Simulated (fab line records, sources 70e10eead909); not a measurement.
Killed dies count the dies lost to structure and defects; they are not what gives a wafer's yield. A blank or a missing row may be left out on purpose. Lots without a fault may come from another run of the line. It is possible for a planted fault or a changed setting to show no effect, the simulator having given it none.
fab line records	flow nand-harc
[record] lots = 24	wafers = 72	last-day = 32
route steps=1302 shown P_START@1 P_ZERO_WELL@68 P_GATE@124 P_CONTACT@237 P_M0@275
lots untouched by any fault: they come from a run of this same line in which no faults occurred
start-h: hours from the record's first day to the start of the lot's first wafer shown	wait-h: hours elapsed since this lot's preceding step	" identical to the entry in the row above	L1.1+2: a row that stands for several wafers	- no value present, or no start provided	* or withheld: withheld	< > ~ a bound
route shown NAME@n: names a module that has steps shown in the file, with the first one's number in the route	usual: the fault-free wafers' mean and standard deviation	same: alike in all rows	chamber/n: place in a boat	sites: readings site by site	_std_site: the standard deviation of these	_edge_site: the outer-site mean with the inner-site mean subtracted	radius-mm: for every site, how far away it sits from the centre of the wafer	mask NAME#n: copy n	behind: the last tool/chamber to shape the wafer	hold: why the lot was held/for how many hours/how that ended	device: the n, p or np transistor that did not switch	end of line: tests run on the same wafers once the route is complete	a step without rows: its recipe alone	killed: not the wafer's yield, but the dies lost to structure and defects at the first sort	map: per-die view of a wafer (x killed, . not killed, _ where there is no die)
set.NAME: the setting the step ran with; set.NAME@STEP: the setting that earlier step ran with	model.NAME: the simulator's own value behind a step, which no gauge read
steps of the route over a sample of lots; a table a step, a row a wafer
services: the hour from which a tool's chamber was out of use, counted from the record's first day as start-h (under 0 if before that day), plus the number of hours and why
[[steps]]
[step NHARC_P_START_INSPECT_01]
[usual] raw-defect-count = 3.7/2.2
lot.wafer	tool	chamber	start-h	wait-h	raw-defect-count
L074.1	defect-inspect-01	-	20.04	-	1
L074.2	"	-	"	"	3
L074.6	"	-	"	"	4
L075.1	defect-inspect-02	-	30.04	-	3
L075.4	"	-	"	"	3
L075.5	"	-	"	"	3
L076.1	defect-inspect-01	-	40.04	-	6
L076.4	"	-	"	"	2
L076.5	"	-	"	"	1
L077.2	defect-inspect-01	-	50.04	-	9
L077.4	"	-	"	"	4
L077.5	"	-	"	"	10
L078.1	defect-inspect-02	-	60.04	-	4
L078.2	"	-	"	"	2
L078.6	"	-	"	"	5
L079.2	defect-inspect-01	-	70.04	-	3
L079.4	"	-	"	"	2
L079.5	"	-	"	"	2
L080.1	defect-inspect-02	-	80.04	-	1
L080.2	"	-	"	"	3
L080.6	"	-	"	"	5
L081.1	defect-inspect-01	-	90.04	-	1
L081.4	"	-	"	"	2
L081.5	"	-	"	"	3
L082.3	defect-inspect-02	-	100.04	-	3
L082.4	"	-	"	"	4
L082.5	"	-	"	"	1
L083.3	defect-inspect-01	-	110.04	-	3
L083.4	"	-	"	"	4
L083.6	"	-	"	"	4
L084.1	defect-inspect-02	-	120.03	-	3
L084.4	"	-	"	"	4
L084.5	"	-	"	"	0
L085.2	defect-inspect-01	-	130.04	-	1
L085.3	"	-	"	"	2
L085.6	"	-	"	"	1
L086.1	defect-inspect-02	-	140.04	-	2
L086.3	"	-	"	"	6
L086.4	"	-	"	"	5
L087.1	defect-inspect-02	-	150.04	-	4
L087.2	"	-	"	"	5
L087.3	"	-	"	"	3
L088.2	defect-inspect-01	-	160.04	-	2
L088.5	"	-	"	"	3
L088.6	"	-	"	"	4
L089.2	defect-inspect-01	-	170.04	-	2
L089.4	"	-	"	"	4
L089.5	"	-	"	"	3
L090.2	defect-inspect-01	-	180.04	-	5
L090.4	"	-	"	"	1
L090.5	"	-	"	"	6
L091.2	defect-inspect-01	-	190.04	-	2
L091.3	"	-	"	"	4
L091.4	"	-	"	"	4
L092.2	defect-inspect-02	-	200.04	-	0
L092.4	"	-	"	"	3
L092.6	"	-	"	"	3
L093.1	defect-inspect-01	-	210.04	-	4
L093.2	"	-	"	"	3
L093.5	"	-	"	"	4
L094.1	defect-inspect-01	-	220.04	-	2
L094.2	"	-	"	"	2
L094.3	"	-	"	"	2
L095.1	defect-inspect-02	-	230.04	-	2
L095.2	"	-	"	"	5
L095.6	"	-	"	"	6
L096.1	defect-inspect-02	-	240.04	-	3
L096.4	"	-	"	"	3
L096.6	"	-	"	"	3
L097.1	defect-inspect-01	-	250.04	-	11
L097.3	"	-	"	"	5
L097.5	"	-	"	"	10
[step NHARC_P_ZERO_WELL_INSPECT_43]
[usual] raw-defect-count = 12/6.3
lot.wafer	tool	chamber	start-h	wait-h	raw-defect-count
L074.1	defect-inspect-02	-	29.13	0.6	24
L074.2	"	-	"	"	15
L074.6	"	-	"	"	16
L075.1	defect-inspect-01	-	37.56	0.6	14
L075.4	"	-	"	"	16
L075.5	"	-	"	"	24
L076.1	defect-inspect-01	-	49.76	0.6	23
L076.4	"	-	"	"	18
L076.5	"	-	"	"	23
L077.2	defect-inspect-01	-	58.20	0.5	10
L077.4	"	-	"	"	7
L077.5	"	-	"	"	11
L078.1	defect-inspect-01	-	67.86	0.6	16
L078.2	"	-	"	"	15
L078.6	"	-	"	"	23
L079.2	defect-inspect-02	-	77.51	0.5	17
L079.4	"	-	"	"	13
L079.5	"	-	"	"	2
L080.1	defect-inspect-01	-	87.64	0.6	7
L080.2	"	-	"	"	13
L080.6	"	-	"	"	9
L081.1	defect-inspect-01	-	97.43	0.6	13
L081.4	"	-	"	"	14
L081.5	"	-	"	"	20
L082.3	defect-inspect-01	-	107.78	0.4	21
L082.4	"	-	"	"	7
L082.5	"	-	"	"	7
L083.3	defect-inspect-01	-	117.71	0.3	7
L083.4	"	-	"	"	10
L083.6	"	-	"	"	7
L084.1	defect-inspect-02	-	127.48	0.6	8
L084.4	"	-	"	"	11
L084.5	"	-	"	"	6
L085.2	defect-inspect-01	-	140.32	0.5	11
L085.3	"	-	"	"	2
L085.6	"	-	"	"	3
L086.1	defect-inspect-02	-	147.63	0.6	5
L086.3	"	-	"	"	10
L086.4	"	-	"	"	18
L087.1	defect-inspect-02	-	157.63	0.6	8
L087.2	"	-	"	"	7
L087.3	"	-	"	"	9
L088.2	defect-inspect-01	-	167.60	0.5	8
L088.5	"	-	"	"	10
L088.6	"	-	"	"	14
L089.2	defect-inspect-01	-	177.45	0.5	9
L089.4	"	-	"	"	14
L089.5	"	-	"	"	12
L090.2	defect-inspect-02	-	187.78	0.5	13
L090.4	"	-	"	"	6
L090.5	"	-	"	"	10
L091.2	defect-inspect-01	-	197.60	0.5	7
L091.3	"	-	"	"	10
L091.4	"	-	"	"	15
L092.2	defect-inspect-02	-	207.33	0.5	6
L092.4	"	-	"	"	20
L092.6	"	-	"	"	12
L093.1	defect-inspect-01	-	217.86	0.6	23
L093.2	"	-	"	"	27
L093.5	"	-	"	"	13
L094.1	defect-inspect-02	-	227.86	0.6	7
L094.2	"	-	"	"	18
L094.3	"	-	"	"	8
L095.1	defect-inspect-02	-	237.82	0.6	5
L095.2	"	-	"	"	7
L095.6	"	-	"	"	5
L096.1	defect-inspect-01	-	247.74	0.6	11
L096.4	"	-	"	"	13
L096.6	"	-	"	"	9
L097.1	defect-inspect-01	-	257.46	0.6	32
L097.3	"	-	"	"	38
L097.5	"	-	"	"	23
[step NHARC_P_GATE_DESCUM_13]
[recipe] time-s = 3	o2-flow-sccm = 200	ar-flow-sccm = 0	bias-power-w = 0	chemistry = O2
[usual] drypump-motor-current-A = 5.7/0.33	oes-product-au = 1.004/0.013	rf-vpp-V = 57.7/0.96	showerhead-plenum-p-Torr = 1.93/0.093	throttle-valve-pct = 11.312/0.0094
lot.wafer	tool	chamber	start-h	wait-h	drypump-motor-current-A	oes-product-au	rf-hours-counter-h	rf-vpp-V	showerhead-plenum-p-Torr	throttle-valve-pct
L074.1	rie-diel-05	0	82.25	-	5.1	0.991	2	57.6	2.02	11.317
L074.2	"	3	"	"	6.3	1.016	2	58.5	2.03	11.300
L074.6	"	3	"	"	6.3	1.013	-	57.6	2.03	11.312
L075.4	rie-diel-01	3	96.12	-	6.0	1.007	4	59.1	1.81	11.305
L075.1	"	1	"	"	5.7	0.995	4	57.3	2.02	11.317
L075.5	"	0	"	"	5.5	0.997	-	56.9	1.84	11.332
L076.1	rie-diel-13	3	99.74	-	5.5	0.993	7	57.9	1.79	11.309
L076.4	"	0	"	"	5.8	0.996	7	58.4	1.85	11.302
L076.5	"	3	"	"	5.6	1.002	-	55.9	1.79	11.313
L077.2	rie-diel-13	1	107.04	-	6.0	1.032	6	57.5	1.95	11.305
L077.4	"	2	"	"	5.7	1.015	6	57.5	2.00	11.323
L077.5	"	0	"	"	5.8	1.004	-	57.3	1.85	11.315
L078.1	rie-diel-01	3	123.45	-	6.0	1.000	4	58.4	1.81	11.320
L078.2	"	1	"	"	5.7	0.997	5	58.7	2.02	11.315
L078.6	"	3	"	"	6.0	1.003	-	56.4	1.81	11.314
L079.2	rie-diel-13	2	129.61	-	5.7	1.016	8	58.4	2.00	11.310
L079.5	"	0	"	"	5.8	0.990	-	56.3	1.85	11.309
L079.4	"	1	"	"	6.0	1.021	-	55.9	1.95	11.323
L080.1	rie-diel-13	3	143.13	-	5.5	0.989	11	57.6	1.79	11.325
L080.2	"	1	"	"	6.0	1.025	9	57.9	1.95	11.327
L080.6	"	3	"	"	5.5	0.985	-	59.1	1.79	11.324
L081.1	rie-diel-13	0	150.82	-	5.8	0.983	10	57.8	1.85	11.315
L081.4	"	1	"	"	6.0	1.017	10	58.1	1.95	11.316
L081.5	"	2	"	"	5.7	1.021	-	57.9	2.00	11.305
L082.3	rie-diel-05	3	165.18	-	6.3	1.036	11	57.8	2.03	11.295
L082.4	"	0	"	"	5.1	1.023	-	57.1	2.02	11.321
L082.5	"	2	"	"	6.3	1.003	-	58.2	2.05	11.294
L083.4	rie-diel-01	2	173.64	-	5.4	0.971	7	56.4	2.00	11.303
L083.3	"	0	"	"	5.5	1.003	7	57.3	1.84	11.322
L083.6	"	1	"	"	5.7	0.985	-	58.8	2.02	11.305
L084.1	rie-diel-01	3	181.27	-	6.0	1.006	6	55.9	1.81	11.318
L084.4	"	1	"	"	5.8	0.986	8	58.0	2.02	11.308
L084.5	"	3	"	"	6.0	1.006	-	57.7	1.81	11.319
L085.2	rie-diel-01	2	190.74	-	5.4	0.993	8	55.6	2.00	11.302
L085.3	"	3	"	"	6.0	1.004	7	57.2	1.80	11.328
L085.6	"	2	"	"	5.4	1.005	-	59.1	2.00	11.320
L086.4	rie-diel-01	0	203.74	-	5.5	1.020	9	56.9	1.84	11.304
L086.3	"	1	"	"	5.7	0.994	9	58.3	2.02	11.301
L086.1	"	2	"	"	5.4	1.005	8	58.1	2.00	11.309
L087.3	rie-diel-13	2	209.74	-	5.7	1.012	3	57.0	2.00	11.303
L087.1	"	0	"	"	5.8	1.000	3	57.0	1.85	11.312
L087.2	"	1	"	"	6.0	1.012	3	58.5	1.94	11.301
L088.2	rie-diel-05	3	227.78	-	6.3	1.013	12	56.9	2.03	11.302
L088.6	"	2	"	"	6.3	0.985	-	56.2	2.05	11.291
L088.5	"	0	"	"	5.1	0.998	-	59.1	2.02	11.318
L089.2	rie-diel-01	3	227.96	-	6.0	0.987	2	57.6	1.80	11.300
L089.4	"	1	"	"	5.7	1.010	-	58.3	2.02	11.299
L089.5	"	2	"	"	5.3	1.009	-	59.4	1.99	11.322
L090.2	rie-diel-13	3	242.62	-	5.5	0.983	6	56.9	1.79	11.305
L090.5	"	3	"	"	5.5	0.992	-	56.7	1.79	11.304
L090.4	"	0	"	"	5.8	0.993	-	56.4	1.85	11.309
L091.2	rie-diel-13	1	248.08	-	6.0	1.009	7	59.0	1.94	11.310
L091.3	"	0	"	"	5.8	0.985	6	56.6	1.85	11.301
L091.4	"	3	"	"	5.5	0.989	-	56.2	1.79	11.314
L092.4	rie-diel-05	0	258.75	-	5.1	0.989	0	57.3	2.02	11.305
L092.2	"	1	"	"	6.3	1.043	1	57.4	1.93	11.312
L092.6	"	0	"	"	5.1	0.986	-	58.0	2.02	11.302
L093.2	rie-diel-05	0	271.35	-	5.1	0.993	0	59.2	2.02	11.293
L093.1	"	1	"	"	6.3	1.033	1	58.3	1.93	11.321
L093.5	"	3	"	"	6.3	1.038	-	58.4	2.03	11.318
L094.3	rie-diel-01	1	279.16	-	5.7	1.028	5	56.6	2.02	11.311
L094.1	"	3	"	"	6.0	0.992	5	57.8	1.80	11.305
L094.2	"	0	"	"	5.5	1.024	4	57.2	1.84	11.300
L095.2	rie-diel-01	3	290.80	-	6.0	1.000	7	57.0	1.80	11.296
L095.1	"	0	"	"	5.5	1.016	5	59.2	1.84	11.309
L095.6	"	3	"	"	6.0	1.001	-	58.6	1.80	11.317
L096.4	rie-diel-13	2	302.00	-	5.7	1.014	9	58.5	2.00	11.318
L096.1	"	0	"	"	5.8	0.998	9	57.5	1.84	11.316
L096.6	"	2	"	"	5.7	1.003	-	56.9	2.00	11.308
L097.1	rie-diel-13	3	307.30	-	5.5	0.984	9	56.5	1.79	11.297
L097.3	"	1	"	"	6.0	1.023	10	57.0	1.94	11.302
L097.5	"	3	"	"	5.5	0.988	-	57.2	1.79	11.315
[step NHARC_P_GATE_ETCH_32]
[recipe] target-depth-a = 1500	over-etch-frac = 1	over-etch-ion-energy-ev = 40	time-s = 100.1	hbr-flow-sccm = 150	cl2-flow-sccm = 50	rf-w = 400	icp-w = 400	bias-w = 100	chemistry = HBr/Cl2
[usual] drypump-motor-current-A = 5.9/0.37	oes-product-au = 1.003/0.014	throttle-valve-pct = 26.405/0.0082
lot.wafer	tool	chamber	start-h	wait-h	drypump-motor-current-A	oes-product-au	rf-hours-counter-h	throttle-valve-pct
L074.2	rie-si-03	0	97.94	-	5.9	1.030	0.4	26.413
L074.1	"	3	"	"	6.4	0.994	0.4	26.408
L074.6	"	0	"	"	5.9	1.016	-	26.414
L075.4	rie-si-03	0	112.90	-	5.9	1.028	0.5	26.412
L075.1	"	3	"	"	6.4	1.017	0.5	26.400
L075.5	"	1	"	"	5.3	1.005	-	26.404
L076.1	rie-si-02	3	115.39	-	6.0	0.977	0.0	26.393
L076.4	"	0	"	"	5.4	1.014	0.0	26.400
L076.5	"	0	"	"	5.4	1.007	-	26.418
L077.2	rie-si-02	3	125.60	-	6.0	0.982	0.1	26.412
L077.4	"	1	"	"	5.6	0.999	0.1	26.404
L077.5	"	3	"	"	6.0	0.976	-	26.420
L078.2	rie-si-02	1	140.84	-	5.6	0.997	0.1	26.414
L078.1	"	2	"	"	6.2	1.011	0.2	26.410
L078.6	"	0	"	"	5.4	1.005	-	26.414
L079.4	rie-si-04	3	145.80	-	5.2	0.997	0.9	26.419
L079.2	"	1	"	"	5.1	0.984	0.9	26.398
L079.5	"	3	"	"	5.1	1.007	-	26.404
L080.2	rie-si-02	0	157.42	-	5.4	1.019	0.4	26.396
L080.1	"	1	"	"	5.6	1.002	0.3	26.414
L080.6	"	1	"	"	5.6	0.999	-	26.405
L081.1	rie-si-03	0	165.24	-	5.9	1.027	0.8	26.392
L081.4	"	1	"	"	5.3	1.003	0.7	26.399
L081.5	"	0	"	"	5.9	1.022	-	26.395
L082.3	rie-si-04	1	179.64	-	5.1	0.995	0.0	26.396
L082.4	"	0	"	"	6.4	1.017	0.0	26.397
L082.5	"	2	"	"	6.0	0.997	-	26.399
L083.3	rie-si-02	0	188.25	-	5.4	1.007	0.6	26.405
L083.4	"	2	"	"	6.2	1.021	0.5	26.400
L083.6	"	0	"	"	5.4	1.004	-	26.422
L084.1	rie-si-03	0	201.60	-	5.9	1.021	1.1	26.410
L084.4	"	0	"	"	5.9	1.021	-	26.401
L084.5	"	2	"	"	5.9	1.021	-	26.421
L085.3	rie-si-03	2	208.00	-	5.9	1.016	1.0	26.401
L085.2	"	3	"	"	6.4	1.015	1.2	26.398
L085.6	"	2	"	"	5.9	1.009	-	26.407
L086.1	rie-si-02	2	218.42	-	6.2	1.011	0.6	26.390
L086.4	"	3	"	"	6.0	0.977	0.8	26.411
L086.3	"	1	"	"	5.6	0.996	0.6	26.400
L087.2	rie-si-02	1	224.37	-	5.6	0.991	0.6	26.399
L087.3	"	3	"	"	5.9	0.979	0.9	26.403
L087.1	"	0	"	"	5.4	1.013	0.8	26.408
L089.2	rie-si-02	1	246.43	-	5.6	0.981	0.8	26.398
L089.4	"	2	"	"	6.2	1.015	0.9	26.407
L089.5	"	1	"	"	5.6	0.979	-	26.405
L088.2	rie-si-03	3	247.03	-	6.4	0.987	0.1	26.403
L088.6	"	2	"	"	5.9	1.013	-	26.411
L088.5	"	0	"	"	5.9	0.994	-	26.409
L090.2	rie-si-03	3	259.65	-	6.4	0.996	0.2	26.388
L090.5	"	0	"	"	5.9	0.975	-	26.412
L090.4	"	3	"	"	6.4	0.998	-	26.401
L091.3	rie-si-03	2	264.65	-	5.9	1.006	0.3	26.389
L091.2	"	0	"	"	5.8	0.988	0.3	26.402
L091.4	"	3	"	"	6.4	0.995	-	26.414
L092.2	rie-si-03	2	276.85	-	5.9	1.006	0.5	26.402
L092.4	"	0	"	"	5.9	0.986	-	26.413
L092.6	"	2	"	"	5.9	1.017	-	26.398
L093.2	rie-si-02	3	287.69	-	6.0	0.978	0.0	26.405
L093.1	"	1	"	"	5.6	1.025	0.0	26.404
L093.5	"	3	"	"	6.0	0.988	-	26.425
L094.2	rie-si-02	2	293.82	-	6.2	1.022	0.1	26.401
L094.1	"	0	"	"	5.4	0.996	0.1	26.388
L094.3	"	1	"	"	5.6	1.027	0.1	26.410
L095.2	rie-si-02	1	306.76	-	5.6	1.011	0.1	26.397
L095.1	"	0	"	"	5.4	0.991	0.1	26.404
L095.6	"	2	"	"	6.2	1.005	-	26.408
L096.1	rie-si-03	3	316.59	-	6.4	1.012	0.7	26.408
L096.4	"	0	"	"	5.9	1.000	-	26.396
L096.6	"	2	"	"	5.9	1.009	-	26.411
L097.1	rie-si-04	3	324.09	-	5.2	1.033	0.8	26.410
L097.3	"	1	"	"	5.1	1.010	0.8	26.412
L097.5	"	3	"	"	5.2	1.035	-	26.389
[step NHARC_P_CONTACT_ETCH_36]
[recipe] target-depth-a = 2600	over-etch-frac = 0.25	time-s = 406.25	ion-energy-ev = 200	n2-flow-sccm = 150	h2-flow-sccm = 150	ar-flow-sccm = 0	rf-w = 400	bias-w = 150	chemistry = N2/H2
[usual] drypump-motor-current-A = 5.7/0.4	oes-product-au = 1.002/0.012	rf-vpp-V = 431.9/2.5	showerhead-plenum-p-Torr = 2.09/0.087	throttle-valve-pct = 14.172/0.0095
lot.wafer	tool	chamber	start-h	wait-h	drypump-motor-current-A	oes-product-au	rf-hours-counter-h	rf-vpp-V	showerhead-plenum-p-Torr	throttle-valve-pct
L074.1	rie-diel-09	3	-	-	5.7	1.007	8.1	433.4	2.15	14.166
L074.2	"	0	"	"	5.0	0.999	8.3	430.3	1.96	14.169
L074.6	"	2	"	"	6.3	0.981	-	426.7	1.95	14.175
L075.1	rie-diel-12	1	-	-	5.7	1.013	0.5	435.2	2.18	14.185
L075.4	"	0	"	"	5.3	0.986	0.5	432.9	2.12	14.171
L075.5	"	1	"	"	5.7	1.015	-	433.4	2.18	14.167
L076.1	rie-diel-12	2	-	-	5.0	1.021	0.9	432.1	2.12	14.168
L076.4	"	0	"	"	5.3	0.994	0.9	432.4	2.12	14.173
L076.5	"	3	"	"	5.7	1.002	-	433.5	2.13	14.169
L077.2	rie-diel-02	3	-	-	6.1	0.989	2.2	433.5	2.17	14.155
L077.4	"	1	"	"	5.8	1.009	2.5	427.9	1.95	14.173
L077.5	"	2	"	"	6.0	0.993	-	427.1	1.95	14.168
L078.2	rie-diel-12	2	-	-	5.0	1.028	1.9	432.6	2.12	14.165
L078.1	"	3	"	"	5.7	0.993	1.9	433.4	2.13	14.175
L078.6	"	3	"	"	5.7	0.998	-	432.8	2.13	14.174
L079.2	rie-diel-02	0	-	-	6.0	0.996	3.4	433.2	2.13	14.175
L079.4	"	1	"	"	5.8	1.002	3.1	427.9	1.95	14.171
L079.5	"	0	"	"	6.0	0.975	-	432.2	2.13	14.172
L080.1	rie-diel-12	1	-	-	5.7	1.009	2.3	433.0	2.18	14.161
L080.2	"	3	"	"	5.7	1.000	2.5	432.3	2.13	14.190
L080.6	"	1	"	"	5.7	1.010	-	434.3	2.18	14.174
L081.1	rie-diel-12	3	-	-	5.7	1.006	2.9	433.0	2.13	14.169
L081.4	"	1	"	"	5.7	1.017	2.8	435.1	2.18	14.160
L081.5	"	3	"	"	5.7	0.991	-	433.0	2.13	14.165
L082.4	rie-diel-12	3	-	-	5.7	0.998	3.5	432.6	2.13	14.157
L082.3	"	1	"	"	5.7	1.016	3.3	433.8	2.18	14.175
L082.5	"	3	"	"	5.7	0.998	-	432.7	2.13	14.168
L083.3	rie-diel-12	1	-	-	5.7	1.018	3.6	434.3	2.18	14.174
L083.4	"	3	"	"	5.7	0.990	4.0	433.7	2.13	14.176
L083.6	"	1	"	"	5.7	1.009	-	435.8	2.18	14.173
L084.1	rie-diel-12	1	-	-	5.7	1.003	4.3	434.3	2.18	14.169
L084.4	"	3	"	"	5.7	0.988	4.5	432.0	2.13	14.152
L084.5	"	0	"	"	5.3	0.995	-	433.3	2.12	14.172
L085.3	rie-diel-09	2	-	-	6.3	1.010	2.8	428.5	1.95	14.162
L085.2	"	1	"	"	6.1	0.979	3.0	429.4	2.02	14.173
L085.6	"	3	"	"	5.8	0.992	-	432.4	2.15	14.164
L086.3	rie-diel-02	3	-	-	6.1	0.986	0.3	434.0	2.17	14.173
L086.1	"	0	"	"	6.0	0.972	0.3	432.7	2.13	14.170
L086.4	"	1	"	"	5.8	1.007	0.3	426.9	1.95	14.172
L087.3	rie-diel-12	0	-	-	5.3	0.997	4.9	431.6	2.12	14.172
L087.2	"	1	"	"	5.7	1.012	5.0	435.7	2.18	14.183
L087.1	"	3	"	"	5.7	0.999	5.1	432.1	2.13	14.156
L089.2	rie-diel-12	0	-	-	5.3	0.996	5.5	433.5	2.12	14.169
L089.4	"	1	"	"	5.7	1.015	5.6	435.0	2.18	14.172
L089.5	"	1	"	"	5.7	1.033	-	435.5	2.18	14.173
L088.2	rie-diel-09	0	-	-	5.0	0.991	4.3	429.0	1.96	14.200
L088.6	"	3	"	"	5.8	0.999	-	432.3	2.14	14.163
L088.5	"	0	"	"	5.0	0.984	-	428.7	1.96	14.161
L090.4	rie-diel-12	1	-	-	5.7	1.008	0.1	433.2	2.18	14.182
L090.2	"	2	"	"	5.0	0.992	0.1	433.9	2.12	14.183
L090.5	"	3	"	"	5.7	0.991	-	433.8	2.13	14.164
L091.2	rie-diel-02	3	-	-	6.1	0.986	1.3	434.7	2.17	14.181
L091.3	"	0	"	"	6.0	0.989	1.2	433.4	2.13	14.162
L091.4	"	1	"	"	5.8	1.005	1.4	427.3	1.95	14.164
L092.4	rie-diel-02	3	-	-	6.1	0.990	2.3	433.5	2.17	14.166
L092.2	"	0	"	"	6.0	0.979	2.1	433.7	2.13	14.164
L092.6	"	3	"	"	6.1	1.002	-	435.0	2.17	14.169
L093.1	rie-diel-09	3	-	-	5.7	1.003	6.2	432.5	2.14	14.162
L093.2	"	2	"	"	6.3	1.005	7.0	429.3	1.95	14.175
L093.5	"	3	"	"	5.7	1.004	-	433.4	2.14	14.174
L094.3	rie-diel-02	3	-	-	6.1	1.008	2.9	434.8	2.17	14.158
L094.2	"	0	"	"	6.0	0.987	2.7	433.3	2.13	14.179
L094.1	"	1	"	"	5.8	1.031	2.8	428.4	1.95	14.182
L095.1	rie-diel-02	2	-	-	5.9	0.999	3.4	429.9	1.95	14.169
L095.2	"	0	"	"	6.0	0.978	3.5	432.8	2.13	14.183
L095.6	"	2	"	"	6.0	0.996	-	427.8	1.95	14.176
L096.4	rie-diel-02	1	-	-	5.8	1.018	3.7	428.0	1.95	14.160
L096.1	"	3	"	"	6.1	1.004	4.1	433.4	2.17	14.176
L096.6	"	1	"	"	5.8	1.016	-	427.8	1.95	14.172
L097.3	rie-diel-09	2	-	-	6.3	1.009	1.0	427.8	1.95	14.169
L097.1	"	0	"	"	5.0	1.003	0.8	428.1	1.96	14.176
L097.5	"	2	"	"	6.3	1.010	-	426.9	1.95	14.180
[step NHARC_P_M0_PVD_21]
[recipe] target-thk-a = 300	chamber-pressure-pa = 5	power-w = 5000	substrate-temp-c = 30	time-s = 20.49	material = Cu
[usual] throttle-valve-pct = 30.1/0.86
lot.wafer	tool	chamber	start-h	wait-h	throttle-valve-pct
L074.2	pvd-sputter-03	-	-	-	30.6
L074.1	"	-	"	"	31.6
L074.6	"	-	"	"	30.0
L075.1	pvd-sputter-01	-	-	-	30.6
L075.4	"	-	"	"	28.3
L075.5	"	-	"	"	30.2
L076.4	pvd-sputter-03	-	-	-	30.1
L076.1	"	-	"	"	30.0
L076.5	"	-	"	"	30.4
L077.4	pvd-sputter-01	-	-	-	30.6
L077.2	"	-	"	"	30.1
L077.5	"	-	"	"	28.6
L078.1	pvd-sputter-01	-	-	-	30.8
L078.2	"	-	"	"	31.2
L078.6	"	-	"	"	28.5
L079.2	pvd-sputter-01	-	-	-	28.2
L079.4	"	-	"	"	30.8
L079.5	"	-	"	"	29.8
L080.1	pvd-sputter-03	-	-	-	31.0
L080.2	"	-	"	"	29.7
L080.6	"	-	"	"	29.5
L081.1	pvd-sputter-03	-	-	-	30.8
L081.4	"	-	"	"	30.2
L081.5	"	-	"	"	30.8
L082.3	pvd-sputter-01	-	-	-	30.8
L082.4	"	-	"	"	30.1
L082.5	"	-	"	"	29.8
L083.3	pvd-sputter-02	-	-	-	31.2
L083.4	"	-	"	"	30.4
L083.6	"	-	"	"	29.8
L084.4	pvd-sputter-03	-	-	-	30.3
L084.1	"	-	"	"	30.7
L084.5	"	-	"	"	31.0
L085.3	pvd-sputter-02	-	-	-	29.5
L085.2	"	-	"	"	31.5
L085.6	"	-	"	"	29.8
L086.1	pvd-sputter-01	-	-	-	28.8
L086.3	"	-	"	"	29.3
L086.4	"	-	"	"	29.4
L087.2	pvd-sputter-01	-	-	-	29.8
L087.3	"	-	"	"	28.7
L087.1	"	-	"	"	29.3
L089.2	pvd-sputter-01	-	-	-	29.4
L089.4	"	-	"	"	29.7
L089.5	"	-	"	"	29.9
L088.2	pvd-sputter-02	-	-	-	29.8
L088.5	"	-	"	"	30.1
L088.6	"	-	"	"	31.2
L090.4	pvd-sputter-03	-	-	-	30.7
L090.2	"	-	"	"	30.2
L090.5	"	-	"	"	31.0
L091.2	pvd-sputter-01	-	-	-	29.8
L091.4	"	-	"	"	28.3
L091.3	"	-	"	"	30.1
L092.2	pvd-sputter-02	-	-	-	29.8
L092.4	"	-	"	"	31.9
L092.6	"	-	"	"	29.6
L093.2	pvd-sputter-03	-	-	-	31.0
L093.1	"	-	"	"	29.6
L093.5	"	-	"	"	29.8
L094.3	pvd-sputter-02	-	-	-	29.4
L094.2	"	-	"	"	30.9
L094.1	"	-	"	"	31.7
L095.1	pvd-sputter-01	-	-	-	28.8
L095.2	"	-	"	"	29.8
L095.6	"	-	"	"	29.4
L096.4	pvd-sputter-02	-	-	-	31.9
L096.1	"	-	"	"	30.8
L096.6	"	-	"	"	31.7
L097.1	pvd-sputter-02	-	-	-	31.8
L097.3	"	-	"	"	29.7
L097.5	"	-	"	"	31.7
[[services]]
tool	chamber	start-h	hours	kind
rie-si-03	2	61.40	12.7	repair
rie-diel-12	-	91.40	9.0	pm
rie-si-03	1	91.98	6.2	repair
rie-si-02	-	100.00	9.0	pm
pvd-sputter-01	-	110.19	6.0	repair
rie-diel-13	0	113.11	3.9	repair
rie-diel-13	1	116.26	6.8	repair
rie-diel-13	3	126.72	3.4	repair
rie-diel-12	0	160.49	7.1	repair
rie-diel-12	3	164.04	5.3	repair
rie-diel-13	-	165.00	9.0	pm
rie-si-02	-	191.08	11.5	repair
rie-diel-12	2	191.35	4.6	repair
rie-diel-12	1	191.55	3.9	repair
rie-si-03	1	200.55	151.0	repair
rie-diel-01	-	203.82	9.0	pm
rie-si-03	-	221.00	9.0	pm
rie-si-02	2	225.64	4.3	repair
pvd-sputter-01	-	226.00	10.0	pm
rie-si-02	0	227.59	9.6	repair
rie-diel-13	-	254.43	1.1	repair
rie-diel-12	-	268.40	9.0	pm
rie-si-02	-	277.00	9.0	pm
rie-diel-13	-	342.00	9.0	pm
[[key]]
fault none
